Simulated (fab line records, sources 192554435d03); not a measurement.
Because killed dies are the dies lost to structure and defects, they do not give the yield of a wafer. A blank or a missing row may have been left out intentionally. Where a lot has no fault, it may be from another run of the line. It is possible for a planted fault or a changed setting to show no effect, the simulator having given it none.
A lot that was struck, set against a sound lot    flow n5_finfet    16 out of 1938 route steps
Sound: the wafers L675.1, L675.4, L675.6. Struck: wafers L666.1, L666.3, L666.5. The cause is named last.
Order at every step that has rows: each side's tool, ch and its chambers, its first start. Under that, the readings that differ: sound wafers    struck wafers    difference of the means    sigmas: that difference in standard deviations of wafers without a fault.
alike: words and numbers the same on both sides, and readings whose means are apart by under 2 such deviations; not compared: readings that were withheld, readings missing a value for some wafer, numbers with overlapping values and no deviation given by the record, and bounds like >300 which may hide the same value.
The two part at a step that has a row with sigmas, a row that says differs or no value, or rows on one side only. Non-overlapping numbers with no deviation appear without sigmas and do not part them. A reading that every wafer of one side lacks parts them only if that side has two wafers or more.

N5_BEOL_M0_PRE_CLEAN_113: time 30 s.
  sound on pvd_sputter-03, day 9 20:56; struck on pvd_sputter-02, day 7 15:42
  alike: heater_power_w
then, 1 step without rows for these wafers: N5_BEOL_M0_ALD_136 (deposits TaN, pulse time 2 s, purge time 3 s, co reactant purge time 2 s).
N5_BEOL_M0_SURFACE_TREAT_137:
  sound on pvd_sputter-02, day 9 22:46; struck on pvd_sputter-02, day 7 16:01
  not compared: throttle_valve_pct
then, 1 step without rows for these wafers: N5_BEOL_M0_CVD_115 (deposits Co from CCTBA/H2, time 120 s).
N5_BEOL_M0_SPUTTER_116: material Cu, target thk 4 nm, time 7.37 s.
  sound on pvd_sputter-02, day 9 22:58; struck on pvd_sputter-03, day 7 16:11
  alike: throttle_valve_pct
N5_BEOL_M0_ANNEAL_117: time 60 s.
  sound on pvd_sputter-02, day 9 23:03; struck on pvd_sputter-03, day 7 16:16
  alike: heater_power_w, susceptor_temp_C
N5_BEOL_M0_SPUTTER_132: material Cu, target thk 4 nm, time 7.37 s.
  sound on pvd_sputter-02, day 9 23:05; struck on pvd_sputter-03, day 7 16:18
  alike: throttle_valve_pct
then, 5 steps without rows for these wafers: N5_BEOL_M0_ANNEAL_133 (time 60 s); N5_BEOL_M0_SPUTTER_134 (material Cu, target thk 4 nm, time 7.37 s); N5_BEOL_M0_ANNEAL_135 (time 60 s); N5_BEOL_M0_SPUTTER_141 (material Cu, target thk 4 nm, time 7.37 s); N5_BEOL_M0_ECD_118 (material Cu, target thk 300 nm).
N5_BEOL_M0_ANNEAL_119: time 90 s.
  sound on rtp_anneal-01 ch 0, day 9 23:32; struck on rtp_anneal-02, day 7 16:44
  no value came back on the struck wafers for anneal_temp_c (C), anneal_temp_c_max, wafer_temp_C_max; on the sound wafers anneal_temp_c (C) reads 225.03 225.33 225.14
N5_BEOL_M0_CMP_120: polishes, stops on SiOC, t overpolish 6.9 s.
  sound on cmp-03 ch 0,2, day 9 23:52; struck on cmp-01 ch 0,3, day 7 17:04
reading                       sound           struck          difference  sigmas
barrier_field_endpoint_s (s)  3.63 3.63 3.62  4.13 3.90 3.94  +0.36       +2
time_to_endpoint_s (s)        60 62 61        81 82 79        +20         +4
  alike: edge_zone_pressure_frac, motor_current_A, overpolish_run_s, platen_rpm
N5_BEOL_M4_RC_MEAS_101:
  the record has rows for the sound wafers here (prober-01 ch 0, day 12 15:14) and none for the struck ones
-- record jumps: 6 days separate the struck wafers' starts on either side; left off in module BEOL_M4, taken up again in module PASSIVATION, whose first shown step is the route's number 1936 --
N5_PASSIVATION_PROBE_49:
  only the struck wafers here have rows in the record (prober-02, day 13 15:38); the sound ones have none

WHERE THEY PART
First at N5_BEOL_M0_ANNEAL_119; last, within this record, at N5_PASSIVATION_PROBE_49.

WHY: whatever the simulator had introduced
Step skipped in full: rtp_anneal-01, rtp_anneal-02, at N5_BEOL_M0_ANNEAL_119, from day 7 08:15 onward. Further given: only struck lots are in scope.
